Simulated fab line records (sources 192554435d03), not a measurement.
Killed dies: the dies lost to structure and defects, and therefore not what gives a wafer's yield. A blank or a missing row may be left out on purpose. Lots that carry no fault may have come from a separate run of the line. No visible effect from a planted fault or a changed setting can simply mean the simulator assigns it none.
Matching of chambers | flow n5-finfet | N5_BEOL_M2_ALD_84 on ald-metal-02: 4 sister chambers
The step deposits TaN, pulse time 2 s, purge time 3 s, co reactant purge time 2 s. 8 wafers are shown with their chamber, then 7 later ones without.

== WAFERS, EACH WITH ITS CHAMBER ==
wafer  | chamber | heater-power-w (W) | mfc-carrier-sccm (sccm)
L787.4 | 0       | 494                | 1500
L788.1 | 0       | 483                | 1494
L788.6 | 2       | 525                | 1502
L791.1 | 2       | 526                | 1507
L791.2 | 3       | 548                | 1499
L791.6 | 1       | 406                | 1501
L793.1 | 1       | 411                | 1498
L793.3 | 3       | 549                | 1507

== WAFERS WITH NO CHAMBER GIVEN ==
wafer  | heater-power-w (W) | mfc-carrier-sccm (sccm)
L793.5 | 558                | 1504
L800.1 | 505                | 1498
L800.2 | 517                | 1496
L800.5 | 523                | 1495
L801.1 | 420                | 1504
L801.5 | 568                | 1491
L801.6 | 478                | 1500

== WHICH CHAMBER EACH ONE RAN IN ==
wafer  | from the rows above     | in truth
L793.5 | 3                       | 3
L800.1 | can't be placed: 0 or 2 | 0
L800.2 | 2                       | 2
L800.5 | 2                       | 2
L801.1 | 1                       | 1
L801.5 | 3                       | 3
L801.6 | 0                       | 0
6 of 7 placed correctly. Not placeable from these rows: 1 (in 1, the candidates include the true chamber). Placed wrongly: 0.
How it was worked out, from the rows above alone: a wafer's distance from a chamber is the root of the sum, over the readings, of the square of ((its reading less the chamber's mean) divided by the reading's scatter). If the next closest chamber is less than 2 further off than the closest, the wafer can't be placed; otherwise it belongs to the closest. For every chamber, the mean is computed from those of its wafers that are shown. How the scatter is found: for the shown wafers, subtract from each reading the mean of its chamber, square and add these, divide the total by (wafers less chambers), then take the root.
